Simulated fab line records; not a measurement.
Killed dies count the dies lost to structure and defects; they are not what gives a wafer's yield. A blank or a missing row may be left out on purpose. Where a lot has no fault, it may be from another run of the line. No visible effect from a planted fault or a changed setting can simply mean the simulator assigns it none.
fab line records	flow nand_harc
record: lots: 24	wafers: 72	last_day: 35
route steps=1302 shown A_CHANNEL_HOLE_D1@476 A_CHANNEL_FILL_D1@499 A_DECK1_JOINT@539 A_ONON_D2@550 A_CHANNEL_FILL_D2@615
lots untouched by any fault: they come from a run of this same line in which no faults occurred
start_h: hours from the record's opening day to when the first of the lot's shown wafers began	wait_h: time in hours since the lot's previous step	" identical to the entry in the row above	L1.1+2: a row that stands for several wafers	- no value, or no start was given	* or withheld: withheld	< > ~ a bound
route shown NAME@n: a module of which the file shows steps, and the number in the route of the first	usual: the fault-free wafers' mean and standard deviation	same: alike in all rows	chamber/n: place in a boat	sites: per-site readings	_std_site: the standard deviation of these	_edge_site: outer sites' mean less inner sites'	radius_mm: for every site, how far away it sits from the centre of the wafer	mask NAME#n: copy n	behind: tool/chamber where the wafer was last shaped	hold: the reason the lot was held/the length of the hold in hours/how it ended	device: whichever transistor did not switch (one of n, p or np)	end of line: tests run on the same wafers once the route is complete	where a step has no rows: the recipe by itself	killed: not the wafer's yield, but the dies lost to structure and defects at the first sort	map: dies across one wafer; x = killed, . = not, _ = none there
set.NAME: the setting the step ran with; set.NAME@STEP: the setting that earlier step ran with	model.NAME: the simulator's own value behind a step, which no gauge read
route steps across a sampled set of lots; one table per step, one row per wafer
services: the hour from which a tool's chamber was out of use, counted from the record's first day as start_h (under 0 if before that day), plus the number of hours and why
== steps ==
step: NHARC_A_CHANNEL_HOLE_D1_ETCH_24
recipe: bias_v: 5000	source_w: withheld	pressure_mtorr: 20	time_s: 906.2	ar_flow_sccm: 375	c4f8_flow_sccm: 93.8	o2_flow_sccm: 31.2	temp_c: -20	target_depth_a: 15000	chemistry: C4F8/O2/Ar
usual: drypump_motor_current_A: 5.92/0.15	oes_air_line_au: 0.997/0.022	showerhead_plenum_p_Torr: 3.60/0.13	throttle_valve_pct: 32.236/0.0088
lot.wafer	tool	chamber	start_h	wait_h	drypump_motor_current_A	oes_air_line_au	rf_hours_counter_h	showerhead_plenum_p_Torr	throttle_valve_pct
L074.2	har_etch-02	1	182.92	0.6	5.65	1.004	298	3.68	32.221
L074.3	"	1	"	"	5.61	0.989	-	3.68	32.231
L074.6	"	1	"	"	5.63	0.981	-	3.68	32.239
L075.1	har_etch-02	0	188.17	0.6	5.86	1.006	302	3.42	32.220
L075.4	"	1	"	"	5.64	0.999	-	3.68	32.231
L075.5	"	1	"	"	5.65	1.027	-	3.68	32.252
L076.1	har_etch-02	1	213.35	0.6	5.64	1.004	313	3.67	32.248
L076.3	"	0	"	"	5.85	0.969	-	3.41	32.238
L076.4	"	1	"	"	5.64	1.001	-	3.67	32.225
L077.3	har_etch-01	1	215.59	0.6	6.05	1.018	-	3.53	32.235
L077.4	"	0	"	"	6.01	1.005	-	3.72	32.249
L077.6	"	1	"	"	6.06	1.014	-	3.53	32.235
L078.1	har_etch-01	1	226.09	0.6	6.08	1.041	105	3.53	32.235
L078.4	"	0	"	"	5.98	1.021	-	3.72	32.246
L078.6	"	0	"	"	6.01	0.967	-	3.72	32.228
L079.1	har_etch-02	0	226.49	0.6	5.85	0.983	321	3.41	32.237
L079.2	"	1	"	"	5.65	0.988	321	3.67	32.230
L079.4	"	0	"	"	5.86	1.000	-	3.41	32.231
L080.4	har_etch-01	0	240.44	0.6	5.92	1.049	-	3.71	32.245
L080.5	"	0	"	"	5.98	1.050	-	3.71	32.235
L080.6	"	1	"	"	6.05	0.987	-	3.53	32.246
L082.1	har_etch-02	1	260.70	0.6	5.68	0.997	340	3.66	32.231
L082.2	"	0	"	"	5.89	1.013	340	3.40	32.237
L082.4	"	0	"	"	5.88	0.968	-	3.40	32.238
L081.2	har_etch-01	1	261.18	0.6	6.07	1.030	128	3.52	32.226
L081.6	"	0	"	"	5.99	0.972	-	3.71	32.240
L081.5	"	1	"	"	6.06	1.021	-	3.52	32.246
L083.2	har_etch-02	1	272.74	0.6	5.64	0.989	348	3.66	32.235
L083.4	"	0	"	"	5.87	0.994	-	3.39	32.221
L083.3	"	1	"	"	5.63	0.994	-	3.65	32.221
L084.1	har_etch-01	1	272.85	0.6	6.07	1.003	136	3.52	32.221
L084.3	"	0	"	"	5.99	1.002	-	3.70	32.243
L084.5	"	1	"	"	6.06	0.994	-	3.52	32.242
L085.2	har_etch-01	0	298.77	0.6	5.99	0.963	151	3.69	32.221
L085.3	"	1	"	"	6.04	0.980	-	3.51	32.224
L085.6	"	1	"	"	6.03	0.996	-	3.51	32.245
L086.3	har_etch-01	0	303.18	0.6	5.99	0.979	-	3.69	32.227
L086.4	"	1	"	"	6.06	1.030	-	3.51	32.233
L086.5	"	0	"	"	5.98	1.014	-	3.69	32.238
L087.2	har_etch-01	0	320.17	0.6	6.00	0.965	163	3.69	32.237
L087.4	"	1	"	"	6.05	1.008	-	3.50	32.250
L087.5	"	1	"	"	6.06	0.985	-	3.50	32.240
L088.1	har_etch-02	1	330.32	0.6	5.66	1.011	385	3.63	32.232
L088.4	"	1	"	"	5.67	0.997	-	3.64	32.227
L088.5	"	0	"	"	5.83	0.999	-	3.92	32.243
L089.1	har_etch-01	1	331.30	0.6	6.06	0.959	170	3.50	32.233
L089.2	"	0	"	"	5.92	0.987	170	3.68	32.252
L089.3	"	0	"	"	5.99	0.989	-	3.68	32.242
L090.1	har_etch-02	1	347.16	0.6	5.68	1.011	397	3.63	32.227
L090.6	"	0	"	"	5.84	0.994	-	3.92	32.244
L090.5	"	1	"	"	5.64	1.012	-	3.63	32.217
L091.3	har_etch-01	1	349.01	0.6	6.05	0.998	-	3.49	32.233
L091.4	"	0	"	"	6.02	1.025	-	3.68	32.244
L091.6	"	1	"	"	6.04	1.026	-	3.49	32.235
L092.1	har_etch-01	0	357.51	0.6	6.04	1.000	186	3.68	32.241
L092.3	"	1	"	"	6.08	0.983	-	3.49	32.238
L092.6	"	1	"	"	6.05	0.957	-	3.49	32.242
L094.4	har_etch-01	0	379.14	0.6	5.99	1.001	-	3.67	32.229
L094.6	"	0	"	"	5.97	0.992	-	3.67	32.231
L094.5	"	1	"	"	6.06	1.007	-	3.48	32.238
L093.3	har_etch-01	0	383.44	0.6	5.99	1.025	-	3.67	32.233
L093.5	"	1	"	"	6.06	1.007	-	3.48	32.252
L093.6	"	0	"	"	5.97	1.032	-	3.67	32.240
L095.1	har_etch-01	1	399.41	0.6	6.06	1.053	216	3.47	32.234
L095.2	"	0	"	"	5.98	1.001	216	3.66	32.228
L095.5	"	1	"	"	6.09	1.042	-	3.48	32.246
L096.1	har_etch-02	0	403.83	0.6	5.86	0.990	9	3.90	32.232
L096.2	"	1	"	"	5.67	0.979	9	3.61	32.239
L096.3	"	1	"	"	5.69	0.976	-	3.61	32.228
L097.2	har_etch-01	1	423.65	0.6	6.06	0.988	232	3.47	32.233
L097.3	"	0	"	"	5.98	1.007	-	3.65	32.226
L097.5	"	0	"	"	5.98	0.980	-	3.65	32.233
step: NHARC_A_CHANNEL_FILL_D1_ETCHBACK_19
recipe: target_depth_a: 50	time_s: 1.7	hbr_flow_sccm: 150	cl2_flow_sccm: 50	rf_w: 400	icp_w: 400	bias_w: 100	chemistry: HBr/Cl2
usual: drypump_motor_current_A: 5.7/0.5	oes_product_au: 1.001/0.0089	rf_fwd_power_W: 390.3/1.3	throttle_valve_pct: 26.406/0.0096
lot.wafer	tool	chamber	start_h	wait_h	drypump_motor_current_A	oes_product_au	rf_fwd_power_W	rf_hours_counter_h	throttle_valve_pct
L074.2	rie_si-02	2	212.95	0.4	5.7	1.000	391.3	0.58	26.403
L074.3	"	0	"	"	5.1	1.004	389.0	0.62	26.392
L074.6	"	2	"	"	5.6	0.992	392.3	-	26.403
L075.4	rie_si-05	2	212.97	0.4	5.0	1.010	390.1	0.63	26.403
L075.1	"	3	"	"	5.6	0.996	390.9	0.40	26.403
L075.5	"	2	"	"	5.0	1.005	390.9	-	26.404
L077.3	rie_si-06	1	241.77	0.4	5.6	1.011	387.5	0.99	26.401
L077.4	"	3	"	"	6.5	0.993	389.2	0.97	26.413
L077.6	"	2	"	"	5.9	0.987	390.6	-	26.414
L076.1	rie_si-05	3	241.77	0.4	5.6	1.017	390.2	0.51	26.410
L076.3	"	0	"	"	5.7	1.008	389.5	0.58	26.398
L076.4	"	1	"	"	4.9	1.021	392.3	0.73	26.408
L079.4	rie_si-02	2	253.90	0.4	5.7	1.010	388.4	0.81	26.418
L079.1	"	3	"	"	6.3	1.009	391.9	0.90	26.402
L079.2	"	0	"	"	5.0	1.007	389.9	0.89	26.397
L078.4	rie_si-05	2	253.90	0.4	5.0	1.013	388.1	0.85	26.402
L078.1	"	3	"	"	5.6	1.018	392.5	0.61	26.412
L078.6	"	0	"	"	5.7	1.005	390.9	-	26.396
L080.4	rie_si-02	2	269.25	0.4	5.7	0.987	390.4	0.95	26.417
L080.5	"	0	"	"	5.0	1.002	389.4	-	26.411
L080.6	"	1	"	"	5.9	1.002	392.0	-	26.403
L082.1	rie_si-02	1	288.39	0.4	5.9	1.019	391.2	0	26.415
L082.4	"	2	"	"	5.7	0.996	391.6	0	26.394
L082.2	"	3	"	"	6.3	1.010	389.4	0	26.417
L081.2	rie_si-06	0	288.42	0.4	6.4	0.996	391.7	0.18	26.398
L081.5	"	1	"	"	5.6	0.998	390.3	-	26.390
L081.6	"	2	"	"	5.9	1.000	391.3	-	26.420
L084.1	rie_si-05	3	300.64	0.4	5.6	1.001	393.0	0.98	26.411
L084.3	"	0	"	"	5.7	1.003	389.1	1.04	26.404
L084.5	"	0	"	"	5.7	1.006	390.2	-	26.410
L083.3	rie_si-06	3	300.65	0.4	6.5	0.983	390.5	0.22	26.400
L083.4	"	0	"	"	6.4	1.000	390.7	0.26	26.399
L083.2	"	1	"	"	5.6	0.995	390.7	0.26	26.391
L085.3	rie_si-05	0	328.10	0.4	5.7	0.996	390.2	0.08	26.402
L085.2	"	3	"	"	5.6	1.006	391.6	0.04	26.415
L085.6	"	0	"	"	5.7	1.002	389.6	-	26.424
L086.4	rie_si-06	0	331.91	0.4	6.4	1.001	389.4	0.39	26.414
L086.3	"	1	"	"	5.6	0.985	391.1	0.34	26.402
L086.5	"	3	"	"	6.5	0.988	392.4	-	26.432
L087.4	rie_si-02	2	347.76	0.4	5.7	0.998	391.1	0.36	26.395
L087.2	"	3	"	"	6.3	1.001	391.3	0.31	26.408
L087.5	"	3	"	"	6.2	0.999	390.3	-	26.405
L089.1	rie_si-02	2	358.08	0.4	5.7	1.002	391.7	0.42	26.409
L089.3	"	3	"	"	6.3	1.006	390.7	0.37	26.415
L089.2	"	1	"	"	5.9	1.011	390.0	0.55	26.424
L088.4	rie_si-06	2	358.08	0.4	6.0	1.004	388.5	0.47	26.418
L088.1	"	3	"	"	6.5	0.988	391.1	0.60	26.405
L088.5	"	2	"	"	6.0	1.009	389.5	-	26.417
L091.4	rie_si-06	2	375.39	0.4	6.0	1.004	391.3	0.57	26.419
L091.3	"	3	"	"	6.5	0.989	388.9	0.70	26.413
L091.6	"	3	"	"	6.5	0.978	390.0	-	26.396
L090.1	rie_si-02	2	375.43	0.4	5.7	0.999	388.7	0.54	26.406
L090.6	"	3	"	"	6.3	1.006	390.4	-	26.408
L090.5	"	0	"	"	5.0	0.982	391.2	-	26.408
L092.3	rie_si-06	3	385.61	0.4	6.5	0.993	390.6	0.78	26.413
L092.1	"	0	"	"	6.4	1.017	390.8	0.71	26.407
L092.6	"	3	"	"	6.5	0.993	391.7	-	26.396
L094.4	rie_si-06	1	409.30	0.4	5.6	1.009	389.9	0.75	26.413
L094.6	"	1	"	"	5.6	0.998	389.5	-	26.417
L094.5	"	2	"	"	6.0	1.004	388.9	-	26.409
L093.3	rie_si-02	3	409.32	0.4	6.3	1.004	389.5	0.72	26.393
L093.5	"	1	"	"	5.9	1.013	391.2	-	26.398
L093.6	"	2	"	"	5.7	1.003	388.7	-	26.412
L095.1	rie_si-05	2	428.39	0.4	5.0	1.005	391.0	0.70	26.410
L095.2	"	1	"	"	4.9	1.001	390.3	0.78	26.402
L095.5	"	3	"	"	5.6	1.005	391.4	-	26.389
L096.1	rie_si-02	0	431.54	0.4	5.0	0.989	391.9	0.81	26.423
L096.2	"	1	"	"	5.9	1.009	391.2	0.94	26.410
L096.3	"	3	"	"	6.2	0.992	387.9	0.79	26.388
L097.3	rie_si-05	1	451.63	0.4	4.9	0.998	391.8	0.94	26.401
L097.2	"	3	"	"	5.6	0.994	392.5	0.86	26.400
L097.5	"	1	"	"	4.9	0.997	391.2	-	26.403
step: NHARC_A_DECK1_JOINT_CMP_02
recipe: material: SiOx
usual: motor_current_A: 12.0/1.2
lot.wafer	tool	chamber	start_h	wait_h	motor_current_A
L075.1	cmp-01	0	273.57	0.4	14.4
L075.4	"	1	"	"	13.5
L075.5	"	0	"	"	13.8
L074.2	cmp-03	2	273.59	0.4	11.1
L074.3	"	0	"	"	10.3
L074.6	"	2	"	"	11.2
L077.4	cmp-01	3	305.37	0.4	12.7
L077.3	"	1	"	"	13.7
L077.6	"	0	"	"	13.6
L076.4	cmp-03	1	305.45	0.4	10.5
L076.3	"	3	"	"	11.7
L076.1	"	0	"	"	10.0
L079.4	cmp-01	0	310.37	0.4	13.5
L079.1	"	1	"	"	13.6
L079.2	"	3	"	"	12.6
L078.1	cmp-03	2	310.37	0.4	11.3
L078.4	"	0	"	"	10.3
L078.6	"	3	"	"	11.9
L080.4	cmp-04	2	328.73	0.4	12.2
L080.5	"	2	"	"	11.9
L080.6	"	3	"	"	12.1
L082.4	cmp-01	0	344.83	0.4	13.7
L082.1	"	1	"	"	13.4
L082.2	"	3	"	"	12.3
L081.2	cmp-04	0	344.86	0.4	12.2
L081.6	"	3	"	"	11.4
L081.5	"	0	"	"	12.2
L083.3	cmp-01	0	356.36	0.4	13.5
L083.4	"	1	"	"	14.0
L083.2	"	2	"	"	13.8
L084.3	cmp-03	0	356.36	0.4	10.4
L084.1	"	1	"	"	10.2
L084.5	"	1	"	"	9.9
L085.2	cmp-03	0	385.26	0.4	10.4
L085.3	"	1	"	"	10.5
L085.6	"	3	"	"	12.1
L086.4	cmp-03	3	390.66	0.4	12.2
L086.3	"	0	"	"	10.6
L086.5	"	2	"	"	10.8
L087.2	cmp-04	2	410.94	0.4	12.2
L087.4	"	3	"	"	11.8
L087.5	"	0	"	"	12.0
L089.1	cmp-04	1	417.54	0.4	11.9
L089.2	"	2	"	"	12.2
L089.3	"	0	"	"	12.1
L088.4	cmp-01	0	417.56	0.4	13.2
L088.1	"	2	"	"	13.3
L088.5	"	0	"	"	13.6
L090.1	cmp-04	2	439.70	0.4	12.1
L090.5	"	1	"	"	12.2
L090.6	"	2	"	"	11.8
L091.3	cmp-03	2	439.70	0.4	10.4
L091.4	"	0	"	"	10.2
L091.6	"	1	"	"	10.7
L092.1	cmp-01	2	445.21	0.4	12.7
L092.3	"	3	"	"	12.1
L092.6	"	2	"	"	12.9
L093.3	cmp-03	0	469.35	0.4	9.9
L093.5	"	0	"	"	10.4
L093.6	"	1	"	"	10.1
L094.4	cmp-01	3	469.40	0.4	13.1
L094.6	"	1	"	"	14.4
L094.5	"	2	"	"	13.5
L096.2	cmp-03	1	485.89	0.4	10.7
L096.1	"	2	"	"	11.3
L096.3	"	0	"	"	10.0
L095.1	cmp-04	2	485.96	0.4	12.5
L095.2	"	3	"	"	12.4
L095.5	"	1	"	"	12.1
L097.3	cmp-04	2	515.02	0.5	11.7
L097.2	"	0	"	"	12.0
L097.5	"	2	"	"	12.1
step: NHARC_A_ONON_D2_THK_MEAS_08
recipe: thk_meas_gauge: ellipsometry
usual: thk_nm: 998/11
lot.wafer	tool	chamber	start_h	wait_h	thk_nm
L075.1	film_metro-01	-	275.98	-	998
L075.4	"	-	"	"	996
L075.5	"	-	"	"	1000
L074.2	film_metro-01	-	276.11	-	1010
L074.3	"	-	"	"	1010
L074.6	"	-	"	"	1009
L077.3	film_metro-01	-	307.78	-	1004
L077.4	"	-	"	"	1002
L077.6	"	-	"	"	1003
L076.1	film_metro-02	-	307.95	-	1014
L076.3	"	-	"	"	1014
L076.4	"	-	"	"	1011
L078.1	film_metro-01	-	312.80	-	1010
L078.4	"	-	"	"	1010
L078.6	"	-	"	"	1011
L079.1	film_metro-01	-	312.81	-	1001
L079.2	"	-	"	"	1002
L079.4	"	-	"	"	1001
L080.4	film_metro-01	-	331.15	-	997
L080.5	"	-	"	"	1000
L080.6	"	-	"	"	1000
L081.2	film_metro-01	-	347.24	-	985
L081.5	"	-	"	"	987
L081.6	"	-	"	"	986
L082.1	film_metro-02	-	347.24	-	1002
L082.2	"	-	"	"	1002
L082.4	"	-	"	"	1001
L083.2	film_metro-01	-	358.77	-	983
L083.3	"	-	"	"	981
L083.4	"	-	"	"	984
L084.1	film_metro-02	-	358.91	-	1008
L084.3	"	-	"	"	1009
L084.5	"	-	"	"	1008
L085.2	film_metro-01	-	387.63	-	1008
L085.3	"	-	"	"	1009
L085.6	"	-	"	"	1008
L086.3	film_metro-02	-	393.03	-	1006
L086.4	"	-	"	"	1006
L086.5	"	-	"	"	1003
L087.2	film_metro-02	-	413.31	-	993
L087.4	"	-	"	"	996
L087.5	"	-	"	"	995
L089.1	film_metro-01	-	420.08	-	991
L089.2	"	-	"	"	993
L089.3	"	-	"	"	993
L088.1	film_metro-01	-	420.30	-	984
L088.4	"	-	"	"	984
L088.5	"	-	"	"	985
L091.3	film_metro-01	-	442.09	-	996
L091.4	"	-	"	"	996
L091.6	"	-	"	"	995
L090.1	film_metro-02	-	442.13	-	1019
L090.5	"	-	"	"	1019
L090.6	"	-	"	"	1021
L092.1	film_metro-01	-	447.64	-	978
L092.3	"	-	"	"	979
L092.6	"	-	"	"	978
L093.3	film_metro-01	-	471.77	-	986
L093.5	"	-	"	"	985
L093.6	"	-	"	"	985
L094.4	film_metro-02	-	471.77	-	999
L094.5	"	-	"	"	999
L094.6	"	-	"	"	998
L096.1	film_metro-02	-	488.30	-	989
L096.2	"	-	"	"	988
L096.3	"	-	"	"	991
L095.1	film_metro-01	-	488.35	-	1000
L095.2	"	-	"	"	1000
L095.5	"	-	"	"	999
L097.2	film_metro-01	-	517.41	-	977
L097.3	"	-	"	"	976
L097.5	"	-	"	"	979
step: NHARC_A_ONON_D2_DEP_33
recipe: target_thk_a: 2000	temp_c: 400	pressure_torr: 6.5	rf_w: 900	teos_flow_sccm: 161.4	flow_sccm: 2650	target_thk_nm: 200	gas: O2	material: SiO2
usual: heater_power_w: 564/93	mfc_precursor_sccm: 161.4/0.44	rf_fwd_power_W: 898.1/2.8	throttle_valve_pct: 16.1/0.5
lot.wafer	tool	chamber	start_h	wait_h	heater_power_w	mfc_precursor_sccm	rf_fwd_power_W	throttle_valve_pct
L075.1	pecvd-02	2	287.37	0.1	554	161.0	897.0	16.4
L075.4	"	2	"	"	576	161.2	895.1	16.5
L075.5	"	1	"	"	587	161.2	900.7	15.8
L074.2	pecvd-03	2	287.41	0.1	461	161.8	893.9	16.6
L074.3	"	0	"	"	513	161.5	898.0	15.5
L074.6	"	1	"	"	510	160.9	897.5	16.0
L076.1	pecvd-04	0	319.02	0.1	618	162.0	894.4	15.1
L076.3	"	1	"	"	534	162.0	897.7	16.1
L076.4	"	1	"	"	559	162.4	896.4	16.2
L077.3	pecvd-03	0	319.06	0.1	464	160.8	900.8	15.7
L077.6	"	0	"	"	471	161.5	899.0	15.6
L077.4	"	1	"	"	484	161.6	900.2	15.8
L079.1	pecvd-03	1	326.14	0.1	445	161.3	899.8	15.7
L079.2	"	0	"	"	530	161.1	898.8	15.6
L079.4	"	1	"	"	455	160.9	898.8	15.8
L078.1	pecvd-04	2	326.14	0.1	653	161.7	893.9	16.5
L078.4	"	0	"	"	606	161.1	900.7	15.0
L078.6	"	1	"	"	571	161.7	895.1	16.0
L080.5	pecvd-03	1	342.16	0.2	497	161.0	898.3	15.7
L080.6	"	2	"	"	393	161.5	898.3	16.8
L080.4	"	0	"	"	463	161.6	895.0	15.5
L082.2	pecvd-02	1	358.52	0.1	512	161.2	900.6	16.0
L082.1	"	2	"	"	631	162.1	901.1	16.4
L082.4	"	1	"	"	514	160.7	895.3	15.9
L081.2	pecvd-03	1	358.70	0.1	447	161.6	899.0	15.8
L081.6	"	2	"	"	466	161.0	900.5	16.7
L081.5	"	1	"	"	464	161.6	898.7	16.0
L083.2	pecvd-04	1	371.65	0.1	546	161.3	901.8	15.9
L083.3	"	2	"	"	600	162.1	902.8	16.7
L083.4	"	1	"	"	540	161.3	901.1	15.9
L084.3	pecvd-04	1	371.93	0.1	574	161.5	900.3	15.9
L084.1	"	2	"	"	616	161.8	898.3	16.9
L084.5	"	0	"	"	697	162.0	897.6	15.2
L085.3	pecvd-02	0	398.45	0.1	674	160.8	902.2	16.5
L085.2	"	1	"	"	566	161.2	897.5	15.9
L085.6	"	2	"	"	656	161.4	896.5	16.3
L086.3	pecvd-03	1	403.92	0.1	587	161.5	899.7	15.8
L086.4	"	0	"	"	542	161.8	896.0	15.3
L086.5	"	1	"	"	605	162.0	900.3	15.8
L087.2	pecvd-02	2	425.78	0.1	567	161.6	899.5	16.4
L087.5	"	1	"	"	574	161.2	897.2	15.9
L087.4	"	2	"	"	587	161.2	895.8	16.4
L089.3	pecvd-02	0	433.50	0.1	796	161.5	897.2	16.3
L089.1	"	1	"	"	462	161.1	894.9	15.5
L089.2	"	2	"	"	645	161.7	897.8	16.6
L088.1	pecvd-04	2	433.58	0.1	609	161.7	897.3	16.7
L088.4	"	1	"	"	570	162.2	897.5	16.1
L088.5	"	2	"	"	613	161.8	898.6	16.8
L090.1	pecvd-03	2	453.50	0.1	384	161.1	898.4	16.7
L090.6	"	1	"	"	587	161.9	894.9	15.9
L090.5	"	0	"	"	500	161.5	895.1	15.6
L091.3	pecvd-02	2	453.63	0.1	643	161.1	895.7	16.6
L091.4	"	2	"	"	645	161.4	894.1	16.2
L091.6	"	0	"	"	752	161.9	900.0	16.5
L092.1	pecvd-02	2	458.43	0.1	581	161.1	898.1	16.4
L092.3	"	1	"	"	568	161.2	895.5	16.0
L092.6	"	0	"	"	781	160.8	899.4	16.1
L093.3	pecvd-03	0	482.64	0.1	462	160.6	896.6	15.5
L093.5	"	2	"	"	433	161.3	905.9	16.6
L093.6	"	0	"	"	469	160.8	895.6	15.5
L094.4	pecvd-04	0	482.69	0.2	644	160.9	899.2	15.0
L094.6	"	1	"	"	590	161.3	897.5	16.1
L094.5	"	2	"	"	582	161.7	900.7	16.2
L095.1	pecvd-03	0	499.81	0.1	510	161.3	896.9	15.7
L095.2	"	1	"	"	571	160.4	899.2	16.2
L095.5	"	1	"	"	585	160.8	901.7	15.9
L096.1	pecvd-03	2	500.10	0.1	455	161.3	893.8	17.0
L096.3	"	0	"	"	547	161.5	896.9	15.6
L096.2	"	1	"	"	606	161.2	901.7	15.8
L097.3	pecvd-03	1	528.26	0.1	600	161.4	898.6	15.8
L097.2	"	2	"	"	414	161.3	893.8	17.0
L097.5	"	1	"	"	606	161.7	899.6	15.8
step: NHARC_A_CHANNEL_FILL_D2_ALD_15
recipe: target_thk_a: 20	pulse_time_s: 60	ald_cycles: 19	temp_c: 630	pressure_torr: 2	material: SiNx
usual: precursor_pulse_height_rel: 0.999/0.021
lot.wafer	tool	chamber	start_h	wait_h	precursor_pulse_height_rel
L074.2	ald_sin_batch-03	0	-	-	0.967
L074.3	"	0	"	"	1.015
L074.6	"	0	"	"	0.975
L075.1	ald_sin_batch-02	0	-	-	1.001
L075.4	"	0	"	"	0.989
L075.5	"	0	"	"	1.002
L076.1	ald_sin_batch-02	0	-	-	0.984
L076.3	"	0	"	"	0.999
L076.4	"	0	"	"	0.990
L077.3	ald_sin_batch-02	0	-	-	1.048
L077.4	"	0	"	"	1.010
L077.6	"	0	"	"	0.973
L078.1	ald_sin_batch-02	0	348.63	3.1	1.027
L078.4	"	0	"	"	0.981
L078.6	"	0	"	"	1.013
L079.1	ald_sin_batch-02	0	348.63	2.8	0.994
L079.2	"	0	"	"	1.001
L079.4	"	0	"	"	0.993
L080.4	ald_sin_batch-03	0	-	-	1.012
L080.5	"	0	"	"	1.030
L080.6	"	0	"	"	0.994
L082.1	ald_sin_batch-03	0	-	-	0.998
L082.2	"	0	"	"	1.017
L082.4	"	0	"	"	0.986
L081.2	ald_sin_batch-02	0	-	-	0.987
L081.5	"	0	"	"	0.987
L081.6	"	0	"	"	0.982
L083.2	ald_sin_batch-01	0	-	-	1.050
L083.3	"	0	"	"	1.030
L083.4	"	0	"	"	1.005
L084.1	ald_sin_batch-01	0	-	-	0.999
L084.3	"	0	"	"	1.005
L084.5	"	0	"	"	0.961
L085.2	ald_sin_batch-01	0	-	-	0.966
L085.3	"	0	"	"	0.962
L085.6	"	0	"	"	1.004
L086.3	ald_sin_batch-03	0	-	-	1.025
L086.4	"	0	"	"	0.998
L086.5	"	0	"	"	1.009
L087.2	ald_sin_batch-03	0	-	-	1.009
L087.4	"	0	"	"	0.967
L087.5	"	0	"	"	1.034
L088.1	ald_sin_batch-03	0	-	-	1.005
L088.4	"	0	"	"	1.037
L088.5	"	0	"	"	1.031
L089.1	ald_sin_batch-03	0	-	-	0.995
L089.2	"	0	"	"	0.983
L089.3	"	0	"	"	1.030
L090.1	ald_sin_batch-02	0	-	-	0.978
L090.5	"	0	"	"	0.983
L090.6	"	0	"	"	0.987
L091.3	ald_sin_batch-02	0	-	-	1.029
L091.4	"	0	"	"	0.989
L091.6	"	0	"	"	1.006
L092.1	ald_sin_batch-02	0	-	-	0.994
L092.3	"	0	"	"	1.009
L092.6	"	0	"	"	0.954
L093.3	ald_sin_batch-02	0	-	-	0.978
L093.5	"	0	"	"	1.024
L093.6	"	0	"	"	0.960
L094.4	ald_sin_batch-02	0	-	-	0.986
L094.5	"	0	"	"	1.050
L094.6	"	0	"	"	0.999
L095.1	ald_sin_batch-03	0	-	-	0.991
L095.2	"	0	"	"	1.009
L095.5	"	0	"	"	1.001
L096.1	ald_sin_batch-03	0	-	-	0.986
L096.2	"	0	"	"	1.001
L096.3	"	0	"	"	0.970
L097.2	ald_sin_batch-01	0	549.55	3.0	0.991
L097.3	"	0	"	"	1.014
L097.5	"	0	"	"	1.006
== services ==
tool	chamber	start_h	hours	kind
rie_si-02	2	181.20	1.5	repair
pecvd-03	2	182.11	6.1	repair
pecvd-03	-	186.02	13.0	pm
cmp-03	-	195.45	1.1	repair
ald_sin_batch-03	-	212.00	10.7	repair
cmp-03	-	219.95	4.0	pm
cmp-03	-	225.41	1.0	repair
ald_sin_batch-02	-	267.98	26.0	pm
rie_si-02	-	277.00	9.0	pm
cmp-03	-	317.95	4.0	pm
rie_si-02	2	320.35	8.7	repair
pecvd-03	-	367.02	13.0	pm
har_etch-02	-	377.00	17.0	pm
cmp-03	-	397.17	1.9	repair
ald_sin_batch-03	-	398.01	9.8	repair
pecvd-03	-	407.07	0.4	repair
cmp-03	-	415.95	4.0	pm
rie_si-02	-	454.00	9.0	pm
cmp-03	-	464.15	0.2	repair
cmp-03	-	471.11	2.6	repair
cmp-03	-	499.05	3.6	repair
cmp-03	-	513.95	4.0	pm
rie_si-02	-	514.95	0.3	repair
pecvd-03	-	548.02	13.0	pm
== key ==
fault none
